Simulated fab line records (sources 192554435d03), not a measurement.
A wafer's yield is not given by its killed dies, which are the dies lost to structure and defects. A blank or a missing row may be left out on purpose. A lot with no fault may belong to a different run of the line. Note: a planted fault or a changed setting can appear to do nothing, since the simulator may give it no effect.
fab line records -- flow n5_finfet -- part 2 of 2: steps 5 to 6 of 6
[record] lots = 24, wafers = 72, last_day = 21
route steps=1938 shown FIN_SAQP@102 FIN_CUT@173
lots that met no fault: from a run of the same line without faults
start_h: hours from the record's first day to the start of the lot's first wafer shown -- wait_h: hours since the lot's step before -- " the same as in the row above -- L1.1+2: several wafers, shown together as one row -- - value missing, or start not given -- * or withheld: withheld -- < > ~ a bound
route shown NAME@n: a module of which the file shows steps, and the number in the route of the first -- usual: mean and standard deviation over wafers with no fault -- same: alike in all rows -- chamber/n: place in a boat -- sites: per-site readings -- _std_site: how widely they spread, as a standard deviation -- _edge_site: outer sites' mean less inner sites' -- radius_mm: for every site, how far away it sits from the centre of the wafer -- mask NAME#n: copy n -- behind: the last tool/chamber to shape the wafer -- hold: what put the lot on hold/how long, in hours/how the hold closed -- device: the transistor (n, p or np) that didn't switch -- end of line: tests of these same wafers at the route's end -- for a step that has no rows: nothing shown but its recipe -- killed: at the first sort, the dies lost to defects and structure; wafer yield is something else -- map: the dies of a wafer, with x for killed, . for not killed, _ for no die there
set.NAME: the setting that was run; set.NAME@STEP: the one run at that earlier step -- model.NAME: the simulator's own value behind a step, which no gauge read
route steps across a sampled set of lots; one table per step, one row per wafer
services: the hour from which a tool's chamber was out of use, counted from the record's first day as start_h (under 0 if before that day), plus the number of hours and why
[[steps]]
[step N5_FIN_SAQP_RECESS_63]
[recipe] chemistry = HF/NH3, target = SiO2, target_depth_a = 180, afs_cycles = 3, temp_c = 30, sublimation_temp_c = 180, sublimation_time_s = 60
[usual] drypump_motor_current_A = 5.7/0.45, foreline_p_Torr = 0.1280/0.00034, sublimation_temp_c = 180.00/0.15, temp_c = 29.99/0.13
lot.wafer,tool,chamber,start_h,wait_h,drypump_motor_current_A,foreline_p_Torr,sublimation_temp_c,temp_c
L074.3,vapor_etch-02,1,26.45,0.2,5.2,0.1282,180.36,29.92
L074.4,vapor_etch-02,0,26.45,0.2,6.2,0.1276,179.66,30.03
L074.5,vapor_etch-02,1,26.45,0.2,5.2,0.1282,180.03,30.00
L075.1,vapor_etch-02,0,30.13,0.1,6.1,0.1282,180.28,30.11
L075.4,vapor_etch-02,1,30.13,0.1,5.2,0.1275,180.21,29.84
L075.5,vapor_etch-02,0,30.13,0.1,6.1,0.1282,180.14,30.16
L076.2,vapor_etch-02,0,36.20,0.1,6.1,0.1275,179.86,29.99
L076.5,vapor_etch-02,1,36.20,0.1,5.2,0.1281,180.14,29.92
L076.6,vapor_etch-02,0,36.20,0.1,6.1,0.1281,179.91,29.96
L077.2,vapor_etch-02,0,41.75,0.1,6.1,0.1274,180.23,29.81
L077.3,vapor_etch-02,1,41.75,0.1,5.1,0.1279,179.87,29.97
L077.6,vapor_etch-02,0,41.75,0.1,6.1,0.1275,180.03,29.94
L078.1,vapor_etch-02,1,48.22,0.1,5.2,0.1279,180.00,29.88
L078.4,vapor_etch-02,1,48.22,0.1,5.2,0.1280,179.97,29.91
L078.6,vapor_etch-02,1,48.22,0.1,5.2,0.1283,180.13,30.09
L079.2,vapor_etch-01,0,53.93,0.1,5.4,0.1281,179.94,30.16
L079.3,vapor_etch-01,1,53.93,0.1,6.2,0.1283,180.15,30.18
L079.4,vapor_etch-01,0,53.93,0.1,5.4,0.1280,180.07,29.89
L080.2,vapor_etch-01,0,60.18,0.1,5.4,0.1279,179.89,29.97
L080.4,vapor_etch-01,0,60.18,0.1,5.4,0.1283,179.86,30.04
L080.5,vapor_etch-01,0,60.18,0.1,5.4,0.1282,179.79,29.84
L081.1,vapor_etch-02,1,66.82,0.1,5.2,0.1281,180.15,30.04
L081.2,vapor_etch-02,0,66.82,0.1,6.1,0.1288,180.14,30.29
L081.6,vapor_etch-02,0,66.82,0.1,6.1,0.1277,180.16,30.25
L082.1,vapor_etch-02,1,74.50,0.1,5.1,0.1285,180.02,29.95
L082.3,vapor_etch-02,0,74.50,0.1,6.1,0.1274,179.99,30.18
L082.6,vapor_etch-02,0,74.50,0.1,6.2,0.1280,180.21,30.06
L083.1,vapor_etch-01,0,79.32,0.1,5.4,0.1280,179.81,30.17
L083.2,vapor_etch-01,1,79.32,0.1,6.1,0.1276,179.89,30.02
L083.5,vapor_etch-01,0,79.32,0.1,5.4,0.1277,180.17,29.92
L084.1,vapor_etch-02,1,86.87,0.1,5.2,0.1276,180.10,29.95
L084.3,vapor_etch-02,0,86.87,0.1,6.2,0.1273,179.77,30.17
L084.5,vapor_etch-02,1,86.87,0.1,5.2,0.1278,179.87,29.80
L085.2,vapor_etch-02,0,93.69,0.1,6.2,0.1279,179.95,29.95
L085.3,vapor_etch-02,0,93.69,0.1,6.2,0.1282,180.23,29.91
L085.6,vapor_etch-02,1,93.69,0.1,5.2,0.1286,179.77,29.95
L086.3,vapor_etch-01,0,102.19,0.2,5.4,0.1282,180.17,30.10
L086.5,vapor_etch-01,0,102.19,0.2,5.4,0.1278,180.15,29.98
L086.6,vapor_etch-01,1,102.19,0.2,6.2,0.1279,179.63,29.82
L087.1,vapor_etch-02,1,104.93,0.1,5.2,0.1275,180.14,30.08
L087.2,vapor_etch-02,0,104.93,0.1,6.2,0.1280,179.99,30.04
L087.6,vapor_etch-02,1,104.93,0.1,5.2,0.1281,179.87,29.88
L088.1,vapor_etch-02,1,108.21,0.3,5.2,0.1280,179.81,30.02
L088.5,vapor_etch-02,0,108.21,0.3,6.1,0.1283,180.20,30.06
L088.6,vapor_etch-02,1,108.21,0.3,5.2,0.1277,179.73,30.16
L089.1,vapor_etch-01,1,115.06,0.1,6.1,0.1282,179.85,30.02
L089.2,vapor_etch-01,0,115.06,0.1,5.4,0.1285,179.99,30.00
L089.5,vapor_etch-01,1,115.06,0.1,6.1,0.1279,180.04,30.06
L090.2,vapor_etch-01,1,120.87,0.1,6.2,0.1282,179.81,29.94
L090.3,vapor_etch-01,1,120.87,0.1,6.2,0.1277,180.07,30.03
L090.6,vapor_etch-01,0,120.87,0.1,5.4,0.1279,180.01,29.92
L091.3,vapor_etch-02,1,126.46,0.2,5.2,0.1284,179.95,29.84
L091.4,vapor_etch-02,0,126.46,0.2,6.1,0.1284,180.10,29.89
L091.6,vapor_etch-02,1,126.46,0.2,5.2,0.1279,180.12,29.87
L092.3,vapor_etch-01,0,132.39,0.2,5.4,0.1278,180.03,30.17
L092.5,vapor_etch-01,0,132.39,0.2,5.4,0.1276,179.83,30.11
L092.6,vapor_etch-01,1,132.39,0.2,6.1,0.1272,180.01,29.84
L093.1,vapor_etch-01,1,137.98,0.1,6.1,0.1283,179.96,29.83
L093.3,vapor_etch-01,0,137.98,0.1,5.4,0.1280,179.89,29.88
L093.6,vapor_etch-01,0,137.98,0.1,5.4,0.1284,180.00,29.73
L094.1,vapor_etch-01,0,144.93,0.1,5.4,0.1281,179.80,29.87
L094.3,vapor_etch-01,0,144.93,0.1,5.4,0.1277,180.06,30.00
L094.4,vapor_etch-01,1,144.93,0.1,6.1,0.1283,180.05,30.04
L095.1,vapor_etch-01,0,151.18,0.1,5.4,0.1280,179.79,29.95
L095.3,vapor_etch-01,0,151.18,0.1,5.4,0.1278,179.94,30.12
L095.6,vapor_etch-01,1,151.18,0.1,6.2,0.1278,180.12,29.96
L096.1,vapor_etch-02,0,157.14,0.1,6.2,0.1275,179.81,29.89
L096.5,vapor_etch-02,1,157.14,0.1,5.1,0.1279,179.86,30.01
L096.6,vapor_etch-02,0,157.14,0.1,6.1,0.1283,180.13,29.83
L097.2,vapor_etch-01,0,162.68,0.1,5.4,0.1277,180.22,30.12
L097.3,vapor_etch-01,0,162.68,0.1,5.4,0.1276,180.26,30.16
L097.6,vapor_etch-01,0,162.68,0.1,5.4,0.1280,180.19,30.14
[step N5_FIN_CUT_CUT_ETCH_26]
[recipe] chemistry = CH3F/O2, target = SiNx, target_depth_a = 390, mask_material = SOC, time_s = 55.7, pressure_mtorr = 30, source_w = 395, bias_w = 73, Ar_flow_sccm = 150, CH3F_flow_sccm = 30, O2_flow_sccm = 20, ion_energy_ev = 120
[usual] drypump_motor_current_A = 5.7/0.37, oes_product_au = 0.76/0.065, rf_fwd_power_W = 391.4/1.4, rf_vpp_V = 298/7.6, showerhead_plenum_p_Torr = 2.00/0.072, throttle_valve_pct = 16.5/0.33
[same] time_s = 55.7
lot.wafer,tool,chamber,start_h,wait_h,drypump_motor_current_A,oes_product_au,rf_fwd_power_W,rf_hours_counter_h,rf_vpp_V,showerhead_plenum_p_Torr,throttle_valve_pct
L074.3,rie_diel-06,1,29.18,0.0,5.7,0.81,389.6,97,297,1.96,16.8
L074.4,rie_diel-06,3,29.18,0.0,5.4,0.70,391.2,219,306,1.90,16.9
L074.5,rie_diel-06,2,29.18,0.0,5.8,0.75,390.8,-,296,2.10,16.0
L075.1,rie_diel-03,2,33.08,0.0,6.0,0.74,392.7,155,297,1.91,16.0
L075.4,rie_diel-03,3,33.08,0.0,6.5,0.78,391.0,94,300,2.05,16.4
L075.5,rie_diel-03,2,33.08,0.0,6.0,0.74,393.1,-,297,1.91,16.0
L076.2,rie_diel-06,0,39.16,0.0,5.7,0.69,392.2,230,305,1.99,16.4
L076.5,rie_diel-06,3,39.16,0.0,5.4,0.70,390.9,-,304,1.90,16.9
L076.6,rie_diel-06,0,39.16,0.0,5.7,0.70,390.9,-,305,1.99,16.4
L077.2,rie_diel-02,2,44.66,0.0,5.8,0.73,390.1,151,310,1.93,16.7
L077.3,rie_diel-02,3,44.66,0.0,5.4,0.94,388.8,2,298,2.13,15.9
L077.6,rie_diel-02,0,44.66,0.0,5.8,0.89,392.2,-,295,1.98,16.4
L078.1,rie_diel-02,1,50.98,0.0,4.8,0.80,390.5,121,291,2.04,16.7
L078.4,rie_diel-02,2,50.98,0.0,5.9,0.73,393.7,152,309,1.93,16.7
L078.6,rie_diel-02,2,50.98,0.0,5.9,0.73,391.3,-,308,1.93,16.7
L079.2,rie_diel-06,0,56.78,0.0,5.7,0.70,394.8,233,306,1.99,16.4
L079.3,rie_diel-06,2,56.78,0.0,5.8,0.75,389.9,136,297,2.10,16.0
L079.4,rie_diel-06,1,56.78,0.0,5.6,0.80,388.7,102,296,1.96,16.8
L080.2,rie_diel-06,3,62.90,0.0,5.4,0.69,391.7,226,305,1.90,16.9
L080.4,rie_diel-06,0,62.90,0.0,5.7,0.71,391.3,234,306,1.99,16.4
L080.5,rie_diel-06,1,62.90,0.0,5.6,0.81,389.6,-,294,1.96,16.8
L081.1,rie_diel-03,3,70.58,0.0,6.4,0.77,391.8,102,301,2.04,16.4
L081.2,rie_diel-03,2,70.58,0.0,6.0,0.75,392.0,162,298,1.91,16.0
L081.6,rie_diel-03,0,70.58,0.0,5.2,0.69,391.8,-,277,1.97,16.7
L082.1,rie_diel-03,2,78.21,0.0,5.9,0.75,392.0,163,297,1.91,16.0
L082.3,rie_diel-03,0,78.21,0.0,5.3,0.69,392.3,217,277,1.97,16.7
L082.6,rie_diel-03,1,78.21,0.0,5.9,0.76,391.1,-,301,2.07,16.3
L083.1,rie_diel-02,3,83.17,0.0,5.4,0.92,391.1,8,298,2.13,15.9
L083.2,rie_diel-02,0,83.17,0.0,5.8,0.87,394.3,41,292,1.97,16.4
L083.5,rie_diel-02,0,83.17,0.0,5.8,0.88,393.6,-,295,1.97,16.4
L084.1,rie_diel-03,0,90.75,0.0,5.2,0.69,390.3,219,277,1.97,16.7
L084.3,rie_diel-03,2,90.75,0.0,6.0,0.74,392.3,165,297,1.91,16.0
L084.5,rie_diel-03,0,90.75,0.0,5.2,0.69,391.8,-,277,1.97,16.7
L085.2,rie_diel-06,2,99.60,0.0,5.8,0.75,392.1,142,297,2.10,16.0
L085.3,rie_diel-06,3,99.60,0.0,5.4,0.69,393.0,230,305,1.90,16.9
L085.6,rie_diel-06,2,99.60,0.0,5.8,0.75,392.8,-,296,2.10,16.0
L086.3,rie_diel-03,1,105.15,0.0,5.9,0.76,392.3,191,301,2.07,16.3
L086.5,rie_diel-03,2,105.15,0.0,5.9,0.75,389.9,-,297,1.91,16.0
L086.6,rie_diel-03,3,105.15,0.0,6.4,0.78,391.8,-,302,2.04,16.4
L087.1,rie_diel-03,2,107.65,0.0,6.0,0.74,391.5,168,297,1.91,16.0
L087.2,rie_diel-03,0,107.65,0.0,5.2,0.69,392.1,222,277,1.97,16.7
L087.6,rie_diel-03,2,107.65,0.0,6.0,0.73,391.5,-,297,1.91,16.0
L088.1,rie_diel-03,1,111.26,0.0,5.9,0.75,391.7,193,302,2.07,16.3
L088.5,rie_diel-03,2,111.26,0.0,6.0,0.73,392.8,-,298,1.91,16.0
L088.6,rie_diel-03,1,111.26,0.0,5.9,0.75,390.7,-,302,2.07,16.3
L089.1,rie_diel-06,3,118.73,0.0,5.4,0.69,390.7,234,304,1.90,16.9
L089.2,rie_diel-06,1,118.73,0.0,5.7,0.80,391.1,111,295,1.96,16.9
L089.5,rie_diel-06,1,118.73,0.0,5.6,0.80,391.0,-,296,1.96,16.9
L090.2,rie_diel-02,2,123.99,0.0,5.8,0.71,391.2,166,309,1.92,16.7
L090.3,rie_diel-02,3,123.99,0.0,5.4,0.89,390.3,16,299,2.13,15.9
L090.6,rie_diel-02,0,123.99,0.0,5.8,0.87,394.8,-,293,1.97,16.4
L091.3,rie_diel-06,3,129.19,0.0,5.4,0.69,391.4,237,304,1.90,16.9
L091.4,rie_diel-06,1,129.19,0.0,5.6,0.80,390.2,113,295,1.96,16.9
L091.6,rie_diel-06,3,129.19,0.0,5.4,0.68,390.2,-,305,1.90,16.9
L092.3,rie_diel-02,0,135.30,0.0,5.8,0.87,394.1,53,294,1.97,16.4
L092.5,rie_diel-02,2,135.30,0.0,5.9,0.72,391.4,-,308,1.92,16.7
L092.6,rie_diel-02,3,135.30,0.0,5.4,0.90,392.8,-,300,2.13,15.9
L093.1,rie_diel-03,3,141.03,0.0,6.4,0.76,391.2,115,300,2.04,16.4
L093.3,rie_diel-03,2,141.03,0.0,6.0,0.73,392.1,173,297,1.90,16.1
L093.6,rie_diel-03,1,141.03,0.0,5.9,0.75,390.9,-,301,2.06,16.3
L094.1,rie_diel-06,3,148.44,0.0,5.4,0.68,393.5,242,305,1.90,16.9
L094.3,rie_diel-06,0,148.44,0.0,5.7,0.69,391.1,249,306,1.98,16.4
L094.4,rie_diel-06,2,148.44,0.0,5.8,0.73,391.0,154,296,2.09,16.0
L095.1,rie_diel-06,3,154.13,0.0,5.4,0.68,391.4,244,305,1.90,17.0
L095.3,rie_diel-06,2,154.13,0.0,5.8,0.74,391.6,156,296,2.09,16.0
L095.6,rie_diel-06,3,154.13,0.0,5.4,0.68,390.6,-,304,1.90,16.9
L096.1,rie_diel-06,3,159.98,0.0,5.4,0.67,392.3,246,306,1.89,16.9
L096.5,rie_diel-06,2,159.98,0.0,5.8,0.73,389.5,-,295,2.09,16.0
L096.6,rie_diel-06,3,159.98,0.0,5.4,0.67,390.8,-,304,1.90,16.9
L097.2,rie_diel-02,1,165.90,0.0,4.9,0.77,392.7,147,291,2.03,16.7
L097.3,rie_diel-02,2,165.90,0.0,5.8,0.72,390.9,179,308,1.92,16.7
L097.6,rie_diel-02,2,165.90,0.0,5.8,0.71,392.2,-,307,1.92,16.7
[[services]]
tool,chamber,start_h,hours,kind
rie_diel-01,2,-0.06,8.4,repair
pecvd-02,1,0.82,10.9,repair
rie_diel-05,-,1.98,0.2,repair
rie_diel-03,1,9.83,1.7,repair
rie_diel-01,1,10.07,16.5,repair
rie_diel-04,2,16.14,10.4,repair
vapor_etch-02,0,17.73,3.6,repair
rie_diel-03,-,28.37,2.8,pm
pecvd-04,-,29.69,2.8,pm
rie_diel-06,2,43.11,2.8,repair
rie_diel-02,-,48.24,1.3,repair
pecvd-02,0,66.44,6.4,repair
pecvd-04,-,69.75,3.1,repair
pecvd-04,0,72.85,5.5,scheduled_down
pecvd-04,0,78.57,8.8,repair
rie_diel-02,1,82.56,4.2,repair
rie_diel-06,-,82.88,0.7,repair
rie_diel-05,-,89.99,15.6,pm
pecvd-02,-,101.16,2.3,repair
rie_diel-01,-,109.73,14.6,pm
rie_diel-03,2,118.77,6.3,repair
pecvd-04,1,149.60,2.1,scheduled_down
rie_diel-06,0,152.53,-,clean
rie_diel-06,0,152.53,-,consumable_replace:focus_ring
